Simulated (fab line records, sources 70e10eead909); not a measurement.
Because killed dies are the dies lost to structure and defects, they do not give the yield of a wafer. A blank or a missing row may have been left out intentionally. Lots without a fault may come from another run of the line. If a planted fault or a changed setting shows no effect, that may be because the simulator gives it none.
Chamber matching | flow nandHarc | NHARC_P_M0_DEP_32 on pecvd-04 has 3 sister chambers
The step deposits SiCN, target thk 30 nm. 3 wafers are shown with their chamber, then 9 later ones without.

## WAFERS PAIRED WITH THEIR CHAMBERS
wafer  | chamber | heaterPowerW (W)
L086.6 | 0       | 643
L087.3 | 1       | 515
L087.5 | 2       | 745

## WAFERS WITHOUT THEIR CHAMBER
wafer  | heaterPowerW (W)
L088.2 | 613
L088.3 | 722
L088.6 | 625
L093.1 | 521
L093.5 | 528
L093.6 | 743
L095.3 | 577
L095.4 | 589
L095.5 | 526

## THE CHAMBER EACH PASSED THROUGH
wafer  | from the rows above     | in truth
L088.2 | 0                       | 0
L088.3 | can't be placed: 2 or 0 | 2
L088.6 | 0                       | 0
L093.1 | 1                       | 1
L093.5 | 1                       | 1
L093.6 | 2                       | 2
L095.3 | can't be placed: 1 or 0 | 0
L095.4 | can't be placed: 0 or 1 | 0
L095.5 | 1                       | 1
6 of 9 placed correctly. These rows do not allow placing 3 (true chamber among the candidates in 3). Number placed wrongly: 0.
How it was worked out, from the rows above alone: a wafer's distance from a chamber is the root of the sum, over the readings, of the square of ((its reading less the chamber's mean) divided by the reading's scatter). If the next closest chamber is less than 2 further off than the closest, the wafer can't be placed; otherwise it belongs to the closest. A chamber's mean is the mean of its shown wafers. The scatter (one wafer shown for each chamber): square how far every hidden wafer sits from the nearest shown wafer, average those squares and take the square root.
